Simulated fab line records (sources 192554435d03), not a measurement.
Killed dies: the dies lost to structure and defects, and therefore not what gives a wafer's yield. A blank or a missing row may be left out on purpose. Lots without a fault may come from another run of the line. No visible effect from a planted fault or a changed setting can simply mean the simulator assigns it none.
Which tool did it? / flow n5Finfet / route of 1938 steps, sampled at 1 step: 12 lots, 36 wafers

WHAT THE GAUGES SHOWED, per wafer
N5_BEOL_M11_CD_MEAS_28: target cd 70 nm.
lot=L075; measured=day 10 15:00; on=cdSem-01; cdNm (nm)=71.1 69.5 69.1
lot=L077; measured=day 11 08:55; on=cdSem-02; cdNm (nm)=69.6 71.1 68.9
lot=L079; measured=day 11 18:04; on=cdSem-02; cdNm (nm)=69.5 70.9 70.5
lot=L080; measured=day 12 00:22; on=cdSem-02; cdNm (nm)=67.2 69.5 69.8
lot=L083; measured=day 12 11:22; on=cdSem-03; cdNm (nm)=70.3 70.8 71.0
lot=L084; measured=day 13 04:50; on=cdSem-03; cdNm (nm)=69.9 70.0 70.6
lot=L089; measured=day 14 04:10; on=cdSem-01; cdNm (nm)=70.3 71.5 69.8
lot=L087; measured=day 14 04:30; on=cdSem-02; cdNm (nm)=71.9 70.5 69.1
lot=L090; measured=day 14 11:10; on=cdSem-03; cdNm (nm)=72.0 72.2 69.7
lot=L093; measured=day 15 07:26; on=cdSem-02; cdNm (nm)=70.1 71.4 70.4
lot=L094; measured=day 16 01:05; on=cdSem-02; cdNm (nm)=69.6 70.4 69.2
lot=L097; measured=day 16 21:37; on=cdSem-03; cdNm (nm)=70.5 72.4 71.3

TOOL THAT RAN EACH LOT (tool first, then ch and the chambers of the sampled wafers, then the start)
Before these readings, the record contains no process step.

THE ANSWER, worked out from the rows above alone
Rule: usual is defined by the lots themselves. Put in order of their means at a reading, lots are off if they are a third of the lots or fewer, leave a main group of 4 or more, and stand apart from it by a gap of 3 or more times the standard deviation of the main group's means; of several such gaps the widest counts. If all means in a main group match to the digits the tables above print for the reading, that group is not used. Also off: a lot with no number at a reading for which 4 or more lots have one. The other lots that the step has rows for count as sound.
No lot is off on any of the readings shown, so nothing can be concluded from this.

WHAT THE SIMULATOR PUT IN
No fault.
